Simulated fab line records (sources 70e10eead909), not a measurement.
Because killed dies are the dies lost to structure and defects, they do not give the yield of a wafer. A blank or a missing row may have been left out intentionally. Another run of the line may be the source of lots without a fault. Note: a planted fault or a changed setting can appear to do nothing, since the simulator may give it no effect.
Which of the tools did it? ; flow nand-harc ; 6 lots with 18 wafers sampled at 3 steps, on a route of 1302 steps

## WHAT THE GAUGES READ, wafer by wafer
NHARC_A_CHANNEL_HOLE_D1_CD_MEAS_30.
lot;measured;on;cd-nm (nm)
L508;day 9 09:53;cd-sem-03;91.0 90.5 89.2
L511;day 10 10:05;cd-sem-03;88.8 88.5 87.8
L517;day 13 12:00;cd-sem-03;87.3 88.8 92.5
L525;day 16 05:15;cd-sem-03;90.9 90.0 89.3
L527;day 17 03:16;cd-sem-02;89.3 87.2 89.6
L529;day 17 22:23;cd-sem-03;88.5 87.7 88.6

## EACH LOT AND THE TOOL THAT RAN IT (in order: tool; ch and the chambers of the sampled wafers; start)
lot;NHARC_A_CHANNEL_HOLE_D1_ETCH_20;NHARC_A_CHANNEL_HOLE_D1_ETCH_33
L508;har-etch-01 ch 0,1, day 9 04:31;har-etch-01 ch 0,1, day 9 08:22
L511;har-etch-01 ch 0,1, day 10 04:42;har-etch-01 ch 0,1, day 10 08:33
L517;har-etch-02 ch 1, day 13 02:34;har-etch-02 ch 1, day 13 10:16
L525;har-etch-01 ch 0, day 15 23:50;har-etch-01 ch 0, day 16 03:43
L527;har-etch-01 ch 0,1, day 16 21:52;har-etch-01 ch 0,1, day 17 01:41
L529;har-etch-02 ch 0,1, day 17 16:59;har-etch-02 ch 0,1, day 17 20:51
- NHARC_A_CHANNEL_HOLE_D1_ETCH_20: etches the open film in C4F8/O2/Ar, time 361.9 s, target depth 1600 nm.
- NHARC_A_CHANNEL_HOLE_D1_ETCH_33: etches the open film in C4F8/O2/Ar, time 90 s, target depth 400 nm.

## THE ANSWER, worked out from the rows above alone
Rule: the usual values come from the lots themselves. The widest of any qualifying gaps counts: lots, ordered by their means at a reading, are off when they make up no more than a third of the lots, leave a main group of 4 or more, and stand apart from it by 3 or more times the standard deviation of that group's means. The tables above print the reading to a certain number of digits; a main group whose means all agree to those digits is not used. Also off: a lot with no number at a reading for which 4 or more lots have one. Where the step has rows for the other lots, those lots are counted as sound.
No lot is off at any reading shown: from this, nothing can be told.

## WHAT THE SIMULATOR HAD PUT IN
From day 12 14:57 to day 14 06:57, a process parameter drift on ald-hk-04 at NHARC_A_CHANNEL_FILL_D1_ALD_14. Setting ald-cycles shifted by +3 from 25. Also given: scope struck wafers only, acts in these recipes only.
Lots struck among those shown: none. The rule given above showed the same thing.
